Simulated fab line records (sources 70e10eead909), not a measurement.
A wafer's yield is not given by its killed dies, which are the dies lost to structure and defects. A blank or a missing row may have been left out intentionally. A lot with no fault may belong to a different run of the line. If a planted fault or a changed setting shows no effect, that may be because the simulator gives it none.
A lot that was struck, set against a sound lot / flow nandHarc / 14 steps out of a route of 1159
Sound: the wafers L570.2, L570.3, L570.4. Struck: wafer L581.4; the same lot's L581.5 was not struck, so it is left out; see the end for the cause.
Per side, at each step with rows, come the tool, then ch with its chambers, and then its first start. Under that, the readings that differ: sound wafers / struck wafers / difference of the means / sigmas: that difference in standard deviations of wafers without a fault.
alike: readings whose means differ by less than 2 such deviations, and words and numbers that are the same on both sides. not compared: withheld readings, readings that some wafer has no value for, bounds like >300 that may hide the same value, and numbers for which the record gives no deviation and whose values overlap.
A row with sigmas, a row that says differs or no value, or rows on one side alone: a step with any of these is where the two part. When numbers do not overlap yet have no deviation, they are printed without sigmas and do not part them. A reading that every wafer of one side lacks parts them only if that side has two wafers or more.

first, 8 steps without rows for these wafers: NHARC_A_CONTACT_COAT_61 (time 75 s); NHARC_A_CONTACT_COAT_62 (time 65 s); NHARC_A_CONTACT_COAT_63 (resist thk 90 nm); NHARC_A_CONTACT_SOFTBAKE_64 (time 55 s); NHARC_A_CONTACT_EBR_65; NHARC_A_CONTACT_EXPOSE_66 (exposes mask A CC 2); NHARC_A_CONTACT_PEB_67 (peb time 65 s); NHARC_A_CONTACT_DEVELOP_68 (develop time 35 s).
NHARC_A_CONTACT_CD_MEAS_69: target cd 200 nm.
  sound on cdSem-02 ch 0, day 17 08:40; struck on cdSem-03 ch 0, day 20 13:55
  alike: cdNm
NHARC_A_CONTACT_OVL_MEAS_70:
  struck on overlay-02, day 20 14:00; sound on overlay-02, day 17 08:46
  alike: overlayXNm, overlayYNm
NHARC_A_CONTACT_INSPECT_71:
  struck on defectInspect-02, day 20 14:02; sound on defectInspect-02, day 17 08:47
  alike: rawDefectCount
NHARC_A_CONTACT_DESCUM_74: chemistry O2, time 3 s.
  sound on rieDiel-13 ch 1,2,3, day 17 08:51; struck on rieDiel-05 ch 2, day 20 14:08
reading=drypumpMotorCurrentA (A); sound=6.3 5.3 6.4; struck=4.8; difference=-1.2; sigmas=-2
reading=oesProductAu (a.u.); sound=1.013 1.010 1.014; struck=0.992; difference=-0.020; sigmas=-3
  alike: rfVppV, showerheadPlenumPTorr, throttleValvePct
  not compared: rfHoursCounterH
NHARC_A_CONTACT_ETCH_75: etches the open film in CF4, target depth 39 nm, time 65 s.
  sound on rieDiel-13 ch 0,2,3, day 17 09:04; struck on rieDiel-05 ch 3, day 20 14:20
reading=runLengthS (s); sound=87.2 85.8 85.9; struck=71.7; difference=-14.6; sigmas=-33
  alike: cf4FlowSccm, drypumpMotorCurrentA, oesProductAu, rfVppV, showerheadPlenumPTorr, throttleValvePct
  not compared: rfHoursCounterH
NHARC_A_CONTACT_ETCH_76: etches the open film in N2/H2, target depth 260 nm, time 475.3 s.
  sound: rieDiel-13 ch 1,2,3; struck: rieDiel-05 ch 0
reading=rfHoursCounterH (h); sound=38 39 39; struck=15; difference=-24; sigmas=
  alike: drypumpMotorCurrentA, oesProductAu, rfVppV, runLengthS, showerheadPlenumPTorr, throttleValvePct

## WHERE THEY PART
Earliest at NHARC_A_CONTACT_DESCUM_74; latest, in this record, at NHARC_A_CONTACT_ETCH_75. Later steps at which nothing parts them and some readings are alike: NHARC_A_CONTACT_ETCH_76.

WHY: the cause the simulator had injected
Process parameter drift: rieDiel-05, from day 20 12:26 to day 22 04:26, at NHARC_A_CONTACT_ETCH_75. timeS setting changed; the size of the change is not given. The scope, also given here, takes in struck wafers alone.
